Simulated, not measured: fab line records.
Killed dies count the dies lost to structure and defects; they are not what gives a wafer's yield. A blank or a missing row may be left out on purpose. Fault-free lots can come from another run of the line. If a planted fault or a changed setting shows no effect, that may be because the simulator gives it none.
2 desks, one fault | flow nand_harc | every desk sees just its own numbers, and what lay behind them comes last

== DESK OF THE TOOL OWNER: rie_si-04 ==
The tool's own readings at NHARC_A_WL_FILL_ETCHBACK_26 (etches the open film in HBr, target depth 52 nm, time 13.3 s): means of the sampled wafers that have a number, for each lot that ran on this tool. If a lot's mean is further than 4 standard deviations from the usual mean, the lot is out of limits and carries the mark OUT (the distance appears in the brackets).
Columns: A = drypump_motor_current_A at NHARC_A_WL_FILL_ETCHBACK_26, usual 5.7 A; B = oes_product_au at NHARC_A_WL_FILL_ETCHBACK_26, usual 0.996 a.u.; C = throttle_valve_pct at NHARC_A_WL_FILL_ETCHBACK_26, usual 23.265 %
lot  | first seen here | A   | B                | C
L370 | day 21 21:37    | 5.4 | 0.994            | 23.260
L372 | day 22 09:25    | 5.4 | 1.004            | 23.261
L375 | day 22 12:39    | 5.4 | 1.008            | 23.270
L376 | day 23 20:22    | 5.4 | 1.004            | 23.255
L380 | day 25 04:41    | 5.8 | 1.003            | 23.267
L385 | day 26 14:23    | 5.7 | 0.905 (-6.5) OUT | 23.258
L383 | day 26 19:37    | 5.2 | 0.924 (-5.1) OUT | 23.257
L386 | day 28 01:14    | 5.6 | 0.908 (-6.3) OUT | 23.272
Finding of this desk: L383, L385, L386 out of limits; the first was L385 at day 26 14:23, on oes_product_au at NHARC_A_WL_FILL_ETCHBACK_26. In limits: L370, L372, L375, L376, L380.

== AT THE METROLOGY DESK ==
What the gauges read, lot by lot, whatever tool the lot ran on: means of the sampled wafers that have a number. If a lot's mean is further than 4 standard deviations from the usual mean, the lot is out of limits and carries the mark OUT (the distance appears in the brackets).
Columns: A = cd_nm at NHARC_A_SLIT_CD_MEAS_09, usual 299.6 nm
lot  | first seen here | A
L370 | day 20 12:30    | 300.7
L371 | day 20 16:13    | 298.7
L372 | day 20 23:07    | 301.0
L375 | day 21 07:01    | 298.0
L376 | day 22 11:40    | 300.1
L379 | day 23 03:43    | 300.5
L380 | day 23 21:47    | 298.4
L381 | day 24 07:07    | 299.7
L385 | day 25 08:17    | 300.7
L384 | day 25 08:41    | 301.0
L383 | day 25 10:39    | 300.4
L386 | day 26 19:43    | 298.9
L391 | day 28 23:33    | 300.2
L392 | day 29 01:17    | 298.5
This desk's verdict: no lot among the 14 shows anything out of limits.

== ALL TOGETHER ==
The tool owner's desk could have raised an alarm at day 26 14:23, on L383, L385, L386.
From the metrology desk's view, nothing was out of limits.
The metrology desk holds a record of L383, L385, L386, inside its limits.
The lots listed all ran NHARC_A_WL_FILL_ETCHBACK_26 on rie_si-04.

== WHAT THE SIMULATOR HAD PUT IN ==
Process parameters drifting: rie_si-04 at NHARC_A_WL_FILL_ETCHBACK_26, beginning at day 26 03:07. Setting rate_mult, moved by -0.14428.
Struck lots among those shown: L383, L385, L386.
Delay in hours, fault start to first out-of-limits reading, by desk: the tool owner's desk at 11.
